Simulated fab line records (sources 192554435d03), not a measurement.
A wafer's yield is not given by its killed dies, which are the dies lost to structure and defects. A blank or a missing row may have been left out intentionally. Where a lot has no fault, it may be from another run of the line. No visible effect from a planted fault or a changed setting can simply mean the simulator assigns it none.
fab line records	flow n5Finfet	part 2 of 2: steps 4 to 6 of 6
record lots=17	wafers=51	lastDay=17
route steps=1938 shown BEOL_M15@1829 MIM_TOP@1838 MIM_BOT_LITHO@1863 MIM_BOT_ETCH@1866 PASS1_CAP@1874
lots with no fault: from the same line, run without faults
startH: the number of hours between the record's first day and the start of the first shown wafer of the lot	waitH: hours since the lot's step before	" repeats the value in the row above	L1.1+2: several wafers, shown together as one row	- no value, or no start was given	* or withheld: withheld	< > ~ a bound
route shown NAME@n: names a module that has steps shown in the file, with the first one's number in the route	usual: average and standard deviation across the fault-free wafers	same: alike in all rows	chamber/n: place in a boat	sites: each site's reading	_std_site: standard deviation across them	_edge_site: inner sites' mean taken away from outer sites' mean	radiusMm: how far each site lies from the wafer's centre	mask NAME#n: copy n	behind: tool/chamber where the wafer was last shaped	hold: why the lot went on hold/how many hours it stayed there/how the hold came to an end	device: names the non-switching transistor (n, p or np)	end of line: tests run on the same wafers once the route is complete	a step with no rows: only its recipe	killed: at the first sort, the dies lost to defects and structure; wafer yield is something else	map: a wafer's dies, x killed, . not, _ none there
set.NAME: setting as actually run; set.NAME@STEP: the setting as run at that earlier step	model.NAME: the simulator's own value behind a step, which no gauge read
a sample of lots followed through the steps of the route, with each step as a table and each wafer as a row
services: a tool's chamber out of use, with start hour (startH, from the record's first day; less than 0 if before it), hours out, and reason
## steps
# step N5_MIM_BOT_LITHO_OVL_MEAS_11
# recipe pointsPerWafer=44
# usual MIM_BOT_OVL=0/5.5
lot.wafer	tool	chamber	startH	waitH	MIM_BOT_OVL[nm]
L074.3	overlay-01	0	254.20	0.0	-3
L074.4	"	0	"	"	10
L074.6	"	0	"	"	1
L075.3	overlay-01	0	258.79	0.0	6
L075.4	"	0	"	"	1
L075.5	"	0	"	"	8
L077.1	overlay-01	0	273.89	0.0	1
L077.4	"	0	"	"	-3
L077.5	"	0	"	"	6
L076.2	overlay-02	0	273.92	0.0	-10
L076.5	"	0	"	"	-2
L076.6	"	0	"	"	-8
L079.2	overlay-02	0	286.02	0.0	-1
L079.3	"	0	"	"	-11
L079.6	"	0	"	"	2
L080.2	overlay-02	0	289.61	0.0	1
L080.3	"	0	"	"	9
L080.4	"	0	"	"	6
L081.1	overlay-01	0	291.31	0.0	0
L081.3	"	0	"	"	-6
L081.4	"	0	"	"	-5
L083.1	overlay-02	0	297.49	0.0	6
L083.5	"	0	"	"	6
L083.6	"	0	"	"	0
L084.1	overlay-02	0	302.54	0.0	-1
L084.5	"	0	"	"	-1
L084.6	"	0	"	"	0
L086.2	overlay-02	0	338.21	0.0	-2
L086.3	"	0	"	"	-10
L086.6	"	0	"	"	1
L087.2	overlay-02	0	338.70	0.0	-4
L087.4	"	0	"	"	-5
L087.5	"	0	"	"	3
L089.2	overlay-02	0	354.99	0.0	-2
L089.5	"	0	"	"	-3
L089.6	"	0	"	"	1
L091.2	overlay-02	0	366.53	0.0	-4
L091.5	"	0	"	"	4
L091.6	"	0	"	"	6
L093.1	overlay-01	0	382.67	0.0	3
L093.3	"	0	"	"	3
L093.6	"	0	"	"	9
L092.1	overlay-01	0	384.66	0.0	5
L092.2	"	0	"	"	5
L092.4	"	0	"	"	10
L094.2	overlay-01	0	387.44	0.0	1
L094.4	"	0	"	"	-3
L094.5	"	0	"	"	3
L095.4	overlay-01	0	407.58	0.0	5
L095.5	"	0	"	"	0
L095.6	"	0	"	"	1
# step N5_MIM_BOT_ETCH_ETCH_04
# recipe chemistry=CF4/O2	target=SiNx	targetDepthA=260	timeS=13	ionEnergyEv=100	pressureMtorr=40	sourceW=535	biasW=49	Ar_flow_sccm=100	cf4FlowSccm=100	O2_flow_sccm=10
# usual drypumpMotorCurrentA=5.8/0.38	oesProductAu=0.82/0.067	rfVppV=240.6/2.5	showerheadPlenumPTorr=2.22/0.081	throttleValvePct=15.98/0.23
lot.wafer	tool	chamber	startH	waitH	drypumpMotorCurrentA	oesProductAu	rfHoursCounterH	rfVppV	showerheadPlenumPTorr	throttleValvePct
L074.3	rieDiel-02	0	254.32	0.0	6.1	0.88	40	241.9	2.15	15.77
L074.4	"	3	"	"	6.6	0.76	124	239.8	2.31	15.89
L074.6	"	1	"	"	5.6	0.89	-	243.9	2.15	15.72
L075.3	rieDiel-02	3	259.27	0.0	6.5	0.76	127	241.5	2.31	15.90
L075.4	"	2	"	"	5.7	0.74	162	236.1	2.12	16.30
L075.5	"	2	"	"	5.7	0.74	-	235.6	2.12	16.29
L077.1	rieDiel-05	1	274.02	0.0	5.5	0.92	34	242.5	2.16	15.80
L077.4	"	2	"	"	6.1	0.94	4	238.5	2.25	15.93
L077.5	"	0	"	"	5.8	0.81	-	241.6	2.31	16.36
L076.2	rieDiel-06	3	274.06	0.0	5.6	0.90	24	242.0	2.16	15.88
L076.5	"	3	"	"	5.6	0.90	-	241.1	2.16	15.88
L076.6	"	0	"	"	5.7	0.89	-	242.5	2.33	15.88
L079.2	rieDiel-06	1	286.14	0.0	5.2	0.70	240	239.6	2.27	16.47
L079.3	"	0	"	"	5.7	0.88	42	240.9	2.33	15.90
L079.6	"	3	"	"	5.6	0.89	-	242.6	2.16	15.87
L080.2	rieDiel-06	1	289.73	0.0	5.2	0.70	241	241.2	2.26	16.47
L080.3	"	3	"	"	5.6	0.88	30	244.7	2.16	15.90
L080.4	"	3	"	"	5.6	0.88	-	243.0	2.16	15.87
L081.1	rieDiel-02	2	291.43	0.0	5.6	0.74	174	235.4	2.11	16.33
L081.3	"	0	"	"	6.2	0.86	52	242.4	2.15	15.78
L081.4	"	1	"	"	5.6	0.86	49	244.8	2.15	15.76
L083.1	rieDiel-06	1	297.84	0.0	5.1	0.70	245	242.0	2.26	16.49
L083.5	"	1	"	"	5.1	0.70	-	241.0	2.26	16.49
L083.6	"	0	"	"	5.7	0.88	-	243.1	2.33	15.91
L084.1	rieDiel-06	1	302.67	0.0	5.2	0.70	246	240.0	2.26	16.49
L084.5	"	2	"	"	6.3	0.85	-	242.2	2.33	15.71
L084.6	"	1	"	"	5.1	0.69	-	239.9	2.26	16.47
L086.2	rieDiel-06	0	338.33	0.0	5.7	0.85	62	241.0	2.32	15.94
L086.3	"	3	"	"	5.6	0.85	49	242.5	2.15	15.93
L086.6	"	3	"	"	5.6	0.85	-	242.6	2.15	15.93
L087.2	rieDiel-06	3	338.82	0.0	5.6	0.85	49	243.0	2.15	15.93
L087.4	"	3	"	"	5.6	0.86	-	241.6	2.15	15.91
L087.5	"	0	"	"	5.7	0.86	-	241.1	2.32	15.95
L089.2	rieDiel-05	2	355.11	0.0	6.0	0.86	34	236.5	2.24	16.00
L089.5	"	3	"	"	5.7	0.83	-	238.8	2.15	15.93
L089.6	"	0	"	"	5.7	0.79	-	240.6	2.31	16.39
L091.2	rieDiel-06	3	366.65	0.0	5.6	0.85	58	244.5	2.15	15.94
L091.5	"	2	"	"	6.3	0.82	-	241.5	2.32	15.74
L091.6	"	3	"	"	5.6	0.84	-	243.2	2.15	15.95
L093.1	rieDiel-02	1	383.16	0.0	5.6	0.83	81	244.5	2.14	15.82
L093.3	"	3	"	"	6.6	0.72	171	241.8	2.29	16.00
L093.6	"	3	"	"	6.6	0.72	-	239.8	2.29	15.96
L092.1	rieDiel-02	0	384.79	0.0	6.1	0.81	85	242.6	2.14	15.85
L092.2	"	3	"	"	6.6	0.71	171	240.7	2.29	15.99
L092.4	"	1	"	"	5.6	0.81	82	244.1	2.14	15.81
L094.2	rieDiel-02	2	387.60	0.0	5.7	0.71	208	234.8	2.10	16.39
L094.4	"	3	"	"	6.6	0.72	172	240.7	2.29	15.99
L094.5	"	0	"	"	6.1	0.81	-	241.1	2.14	15.85
L095.4	rieDiel-06	2	407.70	0.0	6.3	0.81	93	240.1	2.31	15.79
L095.5	"	1	"	"	5.2	0.93	-	240.1	2.25	16.04
L095.6	"	2	"	"	6.3	0.81	-	241.0	2.31	15.78
# step N5_PASSIVATION_PECVD_01
# recipe material=SiNx	targetThkA=2000	tempC=400	precursor=SiH4/NH3/N2	pressureTorr=4.9	rfW=1406	timeS=43.2
# usual heaterPowerW=346/100	showerheadPlenumPTorr=8.68/0.065	throttleValvePct=28.4/1.4
lot.wafer	tool	chamber	startH	waitH	heaterPowerW	showerheadPlenumPTorr	throttleValvePct
L074.3	pecvd-04	1	255.54	0.0	549	8.61	30.2
L074.4	"	2	"	"	382	8.69	27.8
L074.6	"	0	"	"	179	8.62	27.2
L075.3	pecvd-02	1	260.47	0.0	364	8.76	29.1
L075.4	"	2	"	"	400	8.59	26.2
L075.5	"	1	"	"	374	8.78	29.0
L076.2	pecvd-02	0	274.92	0.0	320	8.70	29.6
L076.5	"	1	"	"	336	8.79	29.4
L076.6	"	0	"	"	333	8.67	29.8
L077.1	pecvd-03	0	275.08	0.0	391	8.75	30.1
L077.4	"	0	"	"	399	8.73	30.0
L077.5	"	2	"	"	279	8.74	26.6
L079.2	pecvd-02	1	287.05	0.0	346	8.78	28.8
L079.3	"	0	"	"	282	8.68	29.8
L079.6	"	2	"	"	583	8.59	26.2
L080.2	pecvd-02	0	290.71	0.0	306	8.68	29.8
L080.3	"	2	"	"	545	8.59	26.3
L080.4	"	0	"	"	322	8.69	29.9
L081.1	pecvd-04	2	292.28	0.0	346	8.66	27.9
L081.3	"	0	"	"	278	8.63	27.5
L081.4	"	2	"	"	355	8.66	28.1
L083.1	pecvd-03	2	298.72	0.0	295	8.74	26.3
L083.5	"	2	"	"	314	8.73	26.6
L083.6	"	1	"	"	160	8.74	28.6
L084.1	pecvd-04	0	303.63	0.0	240	8.63	27.4
L084.5	"	1	"	"	511	8.56	30.5
L084.6	"	2	"	"	384	8.66	28.0
L086.2	pecvd-03	1	339.19	0.0	210	8.75	28.1
L086.3	"	2	"	"	319	8.74	26.9
L086.6	"	2	"	"	326	8.74	26.9
L087.2	pecvd-03	0	339.67	0.0	374	8.74	30.6
L087.4	"	2	"	"	284	8.75	26.9
L087.5	"	1	"	"	153	8.75	28.3
L089.2	pecvd-04	1	355.98	0.0	533	8.58	30.8
L089.5	"	1	"	"	535	8.58	30.2
L089.6	"	2	"	"	279	8.66	27.9
L091.2	pecvd-03	0	367.52	0.0	290	8.73	30.6
L091.5	"	0	"	"	314	8.70	30.7
L091.6	"	2	"	"	375	8.77	26.9
L093.1	pecvd-02	1	384.21	0.0	267	8.76	29.4
L093.3	"	2	"	"	520	8.60	26.6
L093.6	"	0	"	"	307	8.68	29.7
L092.1	pecvd-04	2	385.69	0.0	366	8.68	28.2
L092.2	"	0	"	"	182	8.64	27.2
L092.4	"	0	"	"	196	8.63	27.6
L094.2	pecvd-04	0	388.48	0.0	264	8.62	27.1
L094.4	"	0	"	"	265	8.65	27.3
L094.5	"	0	"	"	273	8.64	27.3
L095.4	pecvd-04	0	408.67	0.0	279	8.63	27.5
L095.5	"	2	"	"	385	8.64	28.1
L095.6	"	0	"	"	285	8.62	27.5
## services
tool	chamber	startH	hours	kind
pecvd-02	-	233.13	6.0	pm
pecvd-03	1	239.79	1.8	repair
pecvd-04	1	257.53	5.5	scheduledDown
pecvd-02	1	264.72	3.6	repair
rieDiel-06	-	265.39	0.7	repair
rieDiel-06	-	270.83	0.2	repair
rieDiel-02	0	279.12	2.5	repair
rieDiel-06	2	288.40	8.9	repair
pecvd-04	-	291.55	0.6	repair
rieDiel-06	1	304.37	12.7	repair
rieDiel-02	2	312.47	4.1	repair
pecvd-03	-	325.00	1.4	repair
rieDiel-06	1	329.10	-	clean
rieDiel-06	1	329.10	-	consumableReplace:focusRing
rieDiel-06	1	329.10	14.7	scheduledDown
rieDiel-06	1	329.10	14.7	ventCycle
pecvd-04	2	331.14	5.0	scheduledDown
rieDiel-05	0	342.72	3.9	repair
pecvd-03	-	345.41	1.7	repair
pecvd-03	-	359.33	2.8	pm
pecvd-04	1	383.68	-	clean
pecvd-04	1	383.68	-	consumableReplace:showerhead
rieDiel-05	-	388.05	1.4	repair
pvdSputter-01	-	407.98	0.6	repair
